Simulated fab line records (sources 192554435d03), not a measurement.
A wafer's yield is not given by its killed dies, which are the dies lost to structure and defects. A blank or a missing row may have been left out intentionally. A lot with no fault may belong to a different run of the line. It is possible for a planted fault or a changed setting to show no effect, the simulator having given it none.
Split-lot experiment ; flow n5_finfet ; route with 1938 steps; 7 lots, 21 wafers read

== ON THE SPLIT ==
At N5_BEOL_M13_TRENCH_ETCH_34 (etches SiOC in C4F8/O2/Ar, target depth 413.47 nm, time 162.6 s), the setting time_s was moved away from the recipe's 162.6 s on 5 of the 21 wafers read, by +9.4% to +19.9%. This setting was run at the recipe's value on the other wafers.

== FROM THE SPLIT TO THE READING: what the file shows between them, 7 steps ==
- N5_BEOL_M13_STRIP_70: strips in C4F8/O2/Ar
- N5_BEOL_M13_OCD_MEAS_35
- N5_BEOL_M13_SPUTTER_45: material Cu, target thk 80 nm, time 13.33 s (also split here: time_s)
- N5_BEOL_M13_ECD_47: material Cu, target thk 936 nm
- N5_BEOL_M13_ANNEAL_48: time 90 s
- N5_BEOL_M13_PRE_CLEAN_52: time 15 s
- N5_BEOL_M13_DEP_53: deposits SiCN from 3MS/NH3, target thk 50 nm, time 17.8 s

== THE READING ==
M13_RS, in ohm/sq, at N5_BEOL_M13_RS_MEAS_54 (measures by four-point-probe). A value of 0.0447 ohm/sq with a standard deviation of 0.00082 ohm/sq is what fault-free wafers of this fab line usually give.

wafer;tool, chamber at the split;time_s as run, s;against the recipe;M13_RS, ohm/sq;against lot-mates on the recipe
L081.1;rie_diel-04, 3;162.6;recipe;0.0444;-
L081.2;rie_diel-04, 1;162.6;recipe;0.0461;-
L081.4;rie_diel-04, 0;162.6;recipe;0.0455;-
L083.1;rie_diel-04, 0;162.6;recipe;0.0454;-
L083.2;rie_diel-04, 3;177.9;+9.4%;0.0412;-0.0042
L083.5;rie_diel-04, 3;177.9;+9.4%;0.0411;-0.0043
L084.1;rie_diel-03, 0;162.6;recipe;0.0436;-
L084.5;rie_diel-03, 2;162.6;recipe;0.0443;-
L084.6;rie_diel-03, 3;162.6;recipe;0.0429;-
L086.2;rie_diel-04, 3;162.6;recipe;0.0452;-
L086.3;rie_diel-04, 2;194.9;+19.9%;0.0369;-0.0083
L086.4;rie_diel-04, 2;194.9;+19.9%;0.0368;-0.0084
L088.1;rie_diel-05, 2;162.6;recipe;0.0447;-
L088.3;rie_diel-05, 1;162.6;recipe;0.0449;-
L088.6;rie_diel-05, 1;162.6;recipe;0.0452;-
L093.1;rie_diel-04, 1;162.6;recipe;0.0470;-
L093.3;rie_diel-04, 0;177.9;+9.4%;0.0394;-0.0063
L093.5;rie_diel-04, 2;162.6;recipe;0.0444;-
L091.4;rie_diel-03, 1;162.6;recipe;0.0444;-
L091.5;rie_diel-03, 0;162.6;recipe;0.0439;-
L091.6;rie_diel-03, 3;162.6;recipe;0.0432;-

FIT RESULTS
A straight line over all 21 wafers: M13_RS changes by -0.000404 ohm/sq for each +1% of time_s; r = -0.94; the points scatter about the line by 0.001 ohm/sq.
The same after taking each lot's own level away (the mean of its wafers on the recipe; 21 wafers): -0.000442 ohm/sq for each +1%; r = -0.97; scatter 0.00078 ohm/sq.
On that fit, the largest move of time_s shifts the reading by 0.0088 ohm/sq.
Across the lots, their own levels run from 0.04360 to 0.04570 ohm/sq, a range of 2.6 times the standard deviation given above.
So the lot-to-lot level changes the slope little: the two slopes agree.
Check: -0.00919 ohm/sq against its lot-mates is what the line predicts for one of the wafers moved furthest among these (+19.9%) when that wafer is left out of the fit. It came out at -0.0083 ohm/sq against them.

== ADDITIONAL SPLITS CARRIED BY THESE WAFERS ==
Before the reading, these wafers also passed through other splits. Each is held against what the fit with the lots' levels taken away leaves over:
other split on the same wafers;wafers away from the commonest value;r with M13_RS (lot level and that fit taken away)
N5_BEOL_M11_VIA_ETCH_34 time_s;6;+0.00
N5_BEOL_M11_TRENCH_ETCH_37 time_s;9;+0.25
N5_BEOL_M13_SPUTTER_45 time_s;12;-0.08

== THE WHOLE CHAIN: every reading that the file lists as answering this split, in the file's order ==
step;what it does;reading;change (the file's fit);r (the file's)
N5_BEOL_M13_TRENCH_ETCH_34;etches SiOC in C4F8/O2/Ar, target depth 413.47 nm, time 162.6 s;etch.depth_nm (the simulator's own value, which no gauge read);+4.93 nm for each +1% of the setting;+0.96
N5_BEOL_M13_OCD_MEAS_35;;trench_depth_nm;+4.92 nm for each +1% of the setting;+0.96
N5_BEOL_M13_RS_MEAS_54;measures by four-point-probe;M13_RS;-0.000463 for each +1% of the setting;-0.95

== THE FILE'S OWN FIT ==
M13_RS changes by -0.000463 ohm/sq for each +1% of time_s, r = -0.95.
